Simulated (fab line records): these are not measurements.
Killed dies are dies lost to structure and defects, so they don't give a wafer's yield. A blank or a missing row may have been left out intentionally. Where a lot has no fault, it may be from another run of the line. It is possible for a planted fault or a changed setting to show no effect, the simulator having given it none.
A lot that was struck, set against a sound lot	flow nand_harc	39 steps out of a route of 1159
Sound: these wafers, L625.3, L625.5, L625.6. Struck: wafers L634.3, L634.4, L634.6. The cause is named last.
Each step with rows lists, per side, the tool, then ch with its chambers, then its first start. Under that, the readings that differ: sound wafers	struck wafers	difference of the means	sigmas: that difference in standard deviations of wafers without a fault.
alike: readings whose means differ by less than 2 such deviations, and words and numbers that are the same on both sides. not compared: withheld readings, readings that some wafer has no value for, bounds like >300 that may hide the same value, and numbers for which the record gives no deviation and whose values overlap.
A row with sigmas, a row that says differs or no value, or rows on one side alone: a step with any of these is where the two part. Numbers that don't overlap but have no deviation are shown without sigmas and don't part them. Lack of a reading on every wafer of one side parts them only where that side has two or more wafers.

first, 5 steps without rows for these wafers: NHARC_A_WL_FILL_SRD_14; NHARC_A_WL_FILL_ALD_19 (deposits TiN, target thk 2 nm, pulse time 3 s, ald cycles 100); NHARC_A_WL_FILL_CVD_20 (deposits W, target thk 75 nm, time 5064 s); NHARC_A_WL_FILL_CMP_12 (polishes, t overpolish 30 s, target thk 75 nm); NHARC_A_WL_FILL_SRD_31.
NHARC_A_WL_FILL_INSPECT_15:
  struck on defect_inspect-01, day 19 14:37; sound on defect_inspect-02, day 16 02:14
  alike: raw_defect_count
NHARC_A_CONTACT_DEP_24: deposits SiO2, target thk 500 nm.
  sound on pecvd-04 ch 0,1, day 16 02:22; struck on pecvd-02 ch 0,1, day 19 14:49
  alike: heater_power_w, throttle_valve_pct
  not compared: since_wet_clean_h
NHARC_A_CONTACT_DEP_28: deposits aC, target thk 3600 nm.
  sound on acl_dep-02 ch 0, day 16 07:06; struck on acl_dep-03 ch 0, day 19 16:02
  alike: throttle_valve_pct
NHARC_A_CONTACT_DEP_29: deposits SiON, target thk 70 nm.
  sound on pecvd-04 ch 1,2, day 16 08:40; struck on pecvd-04 ch 0,1,2, day 19 17:34
  alike: heater_power_w
  not compared: since_wet_clean_h
then, 10 steps without rows for these wafers: NHARC_A_CONTACT_DEHYDRATE_32 (time 120 s); NHARC_A_CONTACT_HMDS_33 (time 30 s); NHARC_A_CONTACT_COAT_34 (time 75 s); NHARC_A_CONTACT_COAT_35 (time 65 s); NHARC_A_CONTACT_COAT_36 (resist thk 90 nm); NHARC_A_CONTACT_SOFTBAKE_37 (time 55 s); NHARC_A_CONTACT_EBR_38; NHARC_A_CONTACT_EXPOSE_39 (exposes mask A CC 3); NHARC_A_CONTACT_PEB_40 (peb time 65 s); NHARC_A_CONTACT_DEVELOP_41 (develop time 35 s).
NHARC_A_CONTACT_CD_MEAS_42: the cd target is 200 nm.
  sound on cd_sem-01 ch 0, day 16 09:13; struck on cd_sem-03 ch 0, day 19 18:16
reading	sound	struck	difference	sigmas
cd_nm (nm)	200.0 200.6 200.8	199.7 199.5 199.4	-0.9	-2
NHARC_A_CONTACT_OVL_MEAS_43:
  struck on overlay-01, day 19 18:21; sound on overlay-02, day 16 09:18
reading	sound	struck	difference	sigmas
overlay_y_nm (nm)	-2.7 -2.0 -1.9	0.8 1.5 0.8	+3.2	+3
  alike: overlay_x_nm
NHARC_A_CONTACT_INSPECT_44:
  struck on defect_inspect-02, day 19 18:23; sound on defect_inspect-01, day 16 09:20
  alike: raw_defect_count
NHARC_A_CONTACT_DESCUM_47: chemistry O2, time 3 s.
  sound on rie_diel-07 ch 0,1, day 16 09:24; struck on rie_diel-07 ch 0,2,3, day 19 18:26
  alike: drypump_motor_current_A, oes_product_au, rf_vpp_V, showerhead_plenum_p_Torr, throttle_valve_pct
  not compared: rf_hours_counter_h
then, 8 steps without rows for these wafers: NHARC_A_CONTACT_ETCH_48 (etches the open film in CF4, target depth 39 nm, time 65 s); NHARC_A_CONTACT_ETCH_49 (etches the open film in N2/H2, target depth 260 nm, time 475.3 s); NHARC_A_CONTACT_ETCH_50 (etches the open film in CF4/CHF3, target depth 84.7 nm, time 42.4 s); NHARC_A_CONTACT_ETCH_51 (etches the open film in O2/COS, target depth 3600 nm, time 936 s); NHARC_A_CONTACT_ETCH_111 (etches the open film in C4F8/O2/Ar, time 140 s, target depth 700 nm); NHARC_A_CONTACT_ETCH_112 (etches the open film in C4F8/O2/Ar, time 94 s, target depth 922 nm); NHARC_A_CONTACT_ETCH_113 (etches the open film in C4F8/O2/Ar, time 94 s, target depth 922 nm); NHARC_A_CONTACT_ETCH_114 (etches the open film in C4F8/O2/Ar, time 94 s, target depth 922 nm).
NHARC_A_CONTACT_ETCH_115: etches the open film in C4F8/O2/Ar, time 94 s, target depth 922 nm.
  sound on har_cap_etch-02 ch 0,1, day 16 11:10; struck on har_cap_etch-01 ch 0,1, day 19 20:13
  not compared: rf_hours_counter_h
then, 2 steps without rows for these wafers: NHARC_A_CONTACT_ETCH_116 (etches the open film in C4F8/O2/Ar, time 94 s, target depth 922 nm); NHARC_A_CONTACT_ETCH_117 (etches the open film in C4F8/O2/Ar, time 94 s, target depth 922 nm).
NHARC_A_CONTACT_ETCH_118: etches the open film in C4F8/O2/Ar, time 94 s, target depth 922 nm.
  sound on har_cap_etch-02 ch 0,1, day 16 11:26; struck on har_cap_etch-01 ch 0,1, day 19 20:29
  not compared: rf_hours_counter_h
then, 3 steps without rows for these wafers: NHARC_A_CONTACT_ETCH_119 (etches the open film in C4F8/O2/Ar, time 94 s, target depth 922 nm); NHARC_A_CONTACT_ETCH_120 (etches the open film in C4F8/O2/Ar, time 94 s, target depth 922 nm); NHARC_A_CONTACT_ETCH_121 (etches the open film in C4F8/O2/Ar, time 94 s, target depth 922 nm).
-- the record jumps here: 3 days lie between the struck wafers' starts before and after (it left off in module A_CONTACT and takes up again in module END, whose first step shown is number 1159 of the route) --
NHARC_END_SORT_01:
  sound on prober-01 ch 0, day 19 13:14; struck on prober-01 ch 0, day 22 13:07
reading	sound	struck	difference	sigmas
hold	- - -	await_dispo/5.2h/scrap await_dispo/5.2h/scrap await_dispo/5.2h/scrap	no value on the sound wafers	
killed_at_array	35 27 24	671 677 676	+646	+59
killed_dies	36 30 24	677 677 677	+647	+59
  alike: killed_at_other, killed_at_periphery, killed_open, killed_short

## WHERE THEY PART
Last at NHARC_END_SORT_01 as far as this record goes, first at NHARC_A_CONTACT_CD_MEAS_42.

WHY: whatever the simulator had introduced
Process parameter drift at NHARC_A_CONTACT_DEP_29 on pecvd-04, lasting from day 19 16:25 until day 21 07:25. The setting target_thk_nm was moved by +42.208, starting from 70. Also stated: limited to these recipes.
